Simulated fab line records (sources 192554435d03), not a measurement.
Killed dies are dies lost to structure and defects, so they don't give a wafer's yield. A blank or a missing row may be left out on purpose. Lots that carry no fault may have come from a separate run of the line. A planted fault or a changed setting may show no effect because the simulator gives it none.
Matching of chambers    flow n5_finfet    4 sister chambers for N5_DUMMY_GATE_CMP_04 on cmp-01
The step polishes a-Si. 4 wafers are shown with their chamber, then 10 later ones without.

## WAFERS PAIRED WITH THEIR CHAMBERS
wafer   chamber  motor_current_A (A)
L079.4  3        10.1
L084.5  2        9.4
L093.3  0        9.5
L093.4  1        9.6

## WAFERS WITHOUT THEIR CHAMBER
wafer   motor_current_A (A)
L093.6  9.6
L094.1  10.0
L094.4  9.4
L094.6  9.8
L097.1  9.6
L097.4  9.1
L097.5  9.5
L097.2  10.1
L097.3  9.7
L097.6  9.3

## WHICH CHAMBER EACH ONE RAN IN
wafer   from the rows above                in truth
L093.6  can't be placed: 1 or 0 or 2       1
L094.1  3                                  3
L094.4  can't be placed: 2 or 0 or 1       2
L094.6  can't be placed: 1 or 3 or 0 or 2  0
L097.1  can't be placed: 1 or 0 or 2       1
L097.4  can't be placed: 2 or 0 or 1       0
L097.5  can't be placed: 0 or 1 or 2       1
L097.2  3                                  3
L097.3  can't be placed: 1 or 0 or 2       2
L097.6  can't be placed: 2 or 0 or 1       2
2 of 10 placed correctly. Unplaceable from these rows: 8, with the true chamber sitting among the candidates in 8. Wrongly placed: 0.
How it was worked out, from the rows above alone: a wafer's distance from a chamber is the root of the sum, over the readings, of the square of ((its reading less the chamber's mean) divided by the reading's scatter). The wafer belongs to the nearest chamber; if the next one is less than 2 further off, it can't be placed. For every chamber, the mean is computed from those of its wafers that are shown. The scatter: root of mean squared gap, hidden wafer to nearest shown wafer, with one shown wafer a chamber.
